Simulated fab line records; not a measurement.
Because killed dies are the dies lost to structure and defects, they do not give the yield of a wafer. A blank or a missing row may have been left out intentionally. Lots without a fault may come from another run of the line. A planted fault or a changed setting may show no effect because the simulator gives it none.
A lot that was struck, set against a sound lot || flow n5Finfet || 38 steps out of a route of 1938
Sound: these wafers, L356.4, L356.5, L356.6. Wafers struck: L353.1, L353.4, L353.6. Last of all comes the cause.
For every step that has rows: the tool of each side, followed by ch and its chambers, followed by its first start. Under that, the readings that differ: sound wafers || struck wafers || difference of the means || sigmas: that difference in standard deviations of wafers without a fault.
alike: a reading whose means differ by less than 2 such deviations, as well as words and numbers matching on both sides. not compared: withheld readings; readings where some wafer has no value; bounds like >300 that might hide an equal value; numbers whose values overlap and for which the record gives no deviation.
A row with sigmas, a row that says differs or no value, or rows on one side alone: a step with any of these is where the two part. When numbers do not overlap yet have no deviation, they are printed without sigmas and do not part them. Lack of a reading on every wafer of one side parts them only where that side has two or more wafers.

first, 9 steps without rows for these wafers: N5_BEOL_M4_ANNEAL_95 (time 240 s); N5_BEOL_M4_SPUTTER_96 (material Cu, target thk 4.5 nm, time 8.29 s); N5_BEOL_M4_ECD_50 (material Cu, target thk 300 nm); N5_BEOL_M4_ANNEAL_51 (time 90 s); N5_BEOL_M4_CMP_52 (polishes, stops on SiOC, t overpolish 6.8 s, target thk 40 nm); N5_BEOL_M4_PRE_CLEAN_60 (time 15 s); N5_BEOL_M4_CO_CAP_55 (material Co, precursor CCTBA/H2, target thk 2 nm, time 102.1 s); N5_BEOL_M4_PRE_CLEAN_56 (time 15 s); N5_BEOL_M4_DEP_57 (deposits SiCN from 3MS/NH3, target thk 8 nm, time 14 s).
N5_BEOL_M4_RC_MEAS_101:
  sound on prober-02 ch 0, day 12 20:25; struck on prober-01 ch 0, day 11 23:56
  alike: DIBL_N, DIBL_P, IOFF_N, IOFF_P, ION_N, ION_P, SS_N, SS_P, VT_N, VT_P
then, 24 steps without rows for these wafers: N5_BEOL_M5_ILD_DEP_00 (deposits SiCOH lowk from DEMS/porogen, target thk 140.64 nm, time 25.9 s); N5_BEOL_M5_CURE_79 (cures SiCOH lowk, time 240 s); N5_BEOL_M5_PECVD_70 (deposits SiO2 from TEOS/O2, target thk 16 nm, time 18 s); N5_BEOL_M5_HM_DEP_02 (deposits TiN, target thk 20 nm); N5_BEOL_M5_COAT_59 (time 60 s, resist thk 60 nm); N5_BEOL_M5_COAT_60 (time 60 s, resist thk 12 nm); N5_BEOL_M5_COAT_71 (time 60 s, resist thk 5 nm); N5_BEOL_M5_COAT_05 (resist thk 30 nm); N5_BEOL_M5_EBR_07; N5_BEOL_M5_SOFTBAKE_06 (time 60 s); N5_BEOL_M5_EXPOSE_08 (exposes mask M5, target cd 28 nm); N5_BEOL_M5_PEB_09 (peb time 60 s); N5_BEOL_M5_DEVELOP_10 (develop time 30 s); N5_BEOL_M5_DESCUM_16 (chemistry O2, time 7 s); N5_BEOL_M5_ETCH_72 (etches underlayer in N2/H2, target depth 6.5 nm, time 5.2 s); N5_BEOL_M5_ETCH_61 (etches SiARC in CF4, target depth 15.6 nm, time 26 s); N5_BEOL_M5_ETCH_62 (etches SOC in N2/H2, target depth 75 nm, overetch 15 nm, time 112.5 s); N5_BEOL_M5_STRIP_63 (strips in N2/H2); N5_BEOL_M5_STRIP_73 (strips in N2/H2); N5_BEOL_M5_STRIP_64 (strips in CF4); N5_BEOL_M5_HM_OPEN_17 (chemistry Cl2/BCl3, target TiN, target depth 20 nm, overetch 6 nm); N5_BEOL_M5_STRIP_19 (strips in O2); N5_BEOL_M5_COAT_65 (time 60 s, resist thk 60 nm); N5_BEOL_M5_COAT_66 (time 60 s, resist thk 12 nm).
-- a jump in the record: the struck wafers' starts before and after are 3 days apart (it breaks off in module BEOL_M5 and resumes in module BEOL_M14, where the first step shown is number 1750 of the route) --
N5_BEOL_M14_ETCH_67: etches SiARC in CF4, target depth 143 nm, time 238.3 s.
  sound on rieDiel-02 ch 0,1, day 16 04:00; struck on rieDiel-02 ch 0,1,2, day 15 02:30
  no value came back on the struck wafers for any of 9 readings (biasW (W), cf4FlowSccm (sccm) and others); on the sound wafers biasW (W) reads 35.98 36.11 36.08
{"reading": "model.coat_of_BEOL_M14_COAT_22.thkNm (nm)", "sound": "212.8 211.8 212.8", "struck": "282.2 282.4 282", "difference": "+69.7", "sigmas": ""}
{"reading": "model.BEOL_M14.cdNm (nm)", "sound": "280.4 279.4 281.6", "struck": "284.4 284.2 283", "difference": "+3.4", "sigmas": ""}
  not compared: rfHoursCounterH
N5_BEOL_M14_OCD_MEAS_35:
  sound on ocd-02 at day 16 04:35; struck on ocd-02 at day 15 03:04
{"reading": "trenchDepthNm (nm)", "sound": "523 526 523", "struck": "- - -", "difference": "no value on the struck wafers", "sigmas": ""}
N5_BEOL_M14_ETCH_38: etches SiCN in CF4/N2, target depth 106.5 nm, time 120.6 s.
  sound on rieDiel-03 ch 1,2,3; struck on rieDiel-06 ch 1,2
{"reading": "biasW (W)", "sound": "70.26 70.10 70.32", "struck": "69.71 69.80 69.79", "difference": -0.46, "sigmas": -2}
{"reading": "model.BEOL_M14.cdNm (nm)", "sound": "281.6 279.6 281.8", "struck": "283.4 282 284.2", "difference": "+2.2", "sigmas": ""}
  alike: cf4FlowSccm, drypumpMotorCurrentA, oesProductAu, rfFwdPowerW, rfVppV, showerheadPlenumPTorr, throttleValvePct
  not compared: rfHoursCounterH
N5_PASSIVATION_PROBE_49:
  only the struck wafers here have rows in the record (prober-01, day 16 00:55); the sound ones have none

## WHERE THEY PART
Earliest at N5_BEOL_M14_ETCH_67; latest, in this record, at N5_PASSIVATION_PROBE_49.

WHY: the cause the simulator had injected
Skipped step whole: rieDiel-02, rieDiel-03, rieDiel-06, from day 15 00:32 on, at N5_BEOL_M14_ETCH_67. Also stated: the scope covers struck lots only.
